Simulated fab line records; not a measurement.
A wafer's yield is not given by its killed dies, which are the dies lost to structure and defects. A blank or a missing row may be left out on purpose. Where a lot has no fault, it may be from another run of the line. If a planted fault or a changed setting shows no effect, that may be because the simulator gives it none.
Split-lot trial + flow n5 finfet + route with 1938 steps; 7 lots, 39 wafers read

ON THE SPLIT
At N5_BEOL_M0_SAQP_DEVELOP_13 (develop time 30 s), the setting develop time s was moved away from the recipe's 30 s on 15 of the 39 wafers read, by +28.4% to +48.4%. All remaining wafers had this setting at the recipe value.

There is no step in the file separating the split from the reading.

THE READING
cd nm, in nm, at N5_BEOL_M0_SAQP_CD_MEAS_14 (target cd 42.5 nm). Typical for fault-free wafers on this fab line: 42.5 nm, with standard deviation 0.3 nm.

| wafer  | tool, chamber at the split | develop time s as run, s | against the recipe | cd nm, nm | against lot-mates on the recipe |
|--------|----------------------------|--------------------------|--------------------|-----------|---------------------------------|
| L074.1 | litho track-04, 0          | 30                       | recipe             | 42.8      | -                               |
| L074.2 | litho track-04, 0          | 30                       | recipe             | 43.3      | -                               |
| L074.3 | litho track-04, 0          | 30                       | recipe             | 42.5      | -                               |
| L074.4 | litho track-04, 0          | 38.57                    | +28.6%             | 42.5      | -0.4                            |
| L074.5 | litho track-04, 0          | 38.57                    | +28.6%             | 42.2      | -0.7                            |
| L074.6 | litho track-04, 0          | 38.57                    | +28.6%             | 42.3      | -0.6                            |
| L076.1 | litho track-05, 0          | 30                       | recipe             | 43.0      | -                               |
| L076.2 | litho track-05, 0          | 30                       | recipe             | 42.7      | -                               |
| L076.5 | litho track-05, 0          | 30                       | recipe             | 43.1      | -                               |
| L077.1 | litho track-01, 0          | 30                       | recipe             | 42.1      | -                               |
| L077.2 | litho track-01, 0          | 30                       | recipe             | 42.1      | -                               |
| L077.3 | litho track-01, 0          | 30                       | recipe             | 42.2      | -                               |
| L077.4 | litho track-01, 0          | 30                       | recipe             | 42.5      | -                               |
| L077.5 | litho track-01, 0          | 30                       | recipe             | 42.1      | -                               |
| L077.6 | litho track-01, 0          | 30                       | recipe             | 42.6      | -                               |
| L081.1 | litho track-01, 0          | 38.51                    | +28.4%             | 41.8      | -0.8                            |
| L081.2 | litho track-01, 0          | 30                       | recipe             | 42.5      | -                               |
| L081.3 | litho track-01, 0          | 30                       | recipe             | 43.0      | -                               |
| L081.4 | litho track-01, 0          | 38.51                    | +28.4%             | 41.4      | -1.2                            |
| L081.5 | litho track-01, 0          | 30                       | recipe             | 42.4      | -                               |
| L081.6 | litho track-01, 0          | 38.51                    | +28.4%             | 42.1      | -0.5                            |
| L083.1 | litho track-05, 0          | 30                       | recipe             | 42.9      | -                               |
| L083.2 | litho track-05, 0          | 38.56                    | +28.5%             | 41.8      | -1.1                            |
| L083.3 | litho track-05, 0          | 38.56                    | +28.5%             | 42.0      | -0.9                            |
| L083.4 | litho track-05, 0          | 30                       | recipe             | 43.0      | -                               |
| L083.5 | litho track-05, 0          | 30                       | recipe             | 42.8      | -                               |
| L083.6 | litho track-05, 0          | 38.56                    | +28.5%             | 41.8      | -1.1                            |
| L091.1 | litho track-01, 0          | 44.52                    | +48.4%             | 41.8      | -1.1                            |
| L091.2 | litho track-01, 0          | 44.52                    | +48.4%             | 41.4      | -1.5                            |
| L091.3 | litho track-01, 0          | 30                       | recipe             | 43.2      | -                               |
| L091.4 | litho track-01, 0          | 44.52                    | +48.4%             | 41.8      | -1.1                            |
| L091.5 | litho track-01, 0          | 30                       | recipe             | 42.6      | -                               |
| L091.6 | litho track-01, 0          | 30                       | recipe             | 42.8      | -                               |
| L097.1 | litho track-05, 0          | 38.52                    | +28.4%             | 42.1      | -0.6                            |
| L097.2 | litho track-05, 0          | 38.52                    | +28.4%             | 41.9      | -0.8                            |
| L097.3 | litho track-05, 0          | 30                       | recipe             | 42.6      | -                               |
| L097.4 | litho track-05, 0          | 38.52                    | +28.4%             | 42.1      | -0.6                            |
| L097.5 | litho track-05, 0          | 30                       | recipe             | 42.6      | -                               |
| L097.6 | litho track-05, 0          | 30                       | recipe             | 42.8      | -                               |

THE FIT
A straight line over all 39 wafers: cd nm changes by -0.0223 nm for each +1% of develop time s; r = -0.77; the points scatter about the line by 0.32 nm.
The same after taking each lot's own level away (the mean of its wafers on the recipe; 39 wafers): -0.0259 nm for each +1%; r = -0.88; scatter 0.23 nm.
That fit puts the effect of the largest move of develop time s on the reading at 1.3 nm.
From 42.27 to 42.93 nm: that is the span of the lots' own levels, equal to 2.2 times the standard deviation above.
So the lot-to-lot level blurs the effect unless lot-mates are compared.
Check: with one of the wafers moved furthest among these (+48.4%) left out of the fit, the line predicts -1.29 nm for it against its lot-mates. Against them it came out at -1.07 nm.

THE OTHER SPLITS THESE WAFERS WENT THROUGH
Note: prior to the reading, these wafers also went through further splits. Each is held against what the fit with the lots' levels taken away leaves over:
| other split on the same wafers     | wafers away from the commonest value | r with cd nm (lot level and that fit taken away) |
|------------------------------------|--------------------------------------|--------------------------------------------------|
| N5_FIN_SAQP_HM_DEP_03 target thk a | 15                                   | -0.12                                            |
| N5_GATE_CUT_ETCH_58 target depth a | 9                                    | +0.16                                            |

FILE'S OWN FIT
cd nm changes by -0.0257 nm for each +1% of develop time s, r = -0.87.
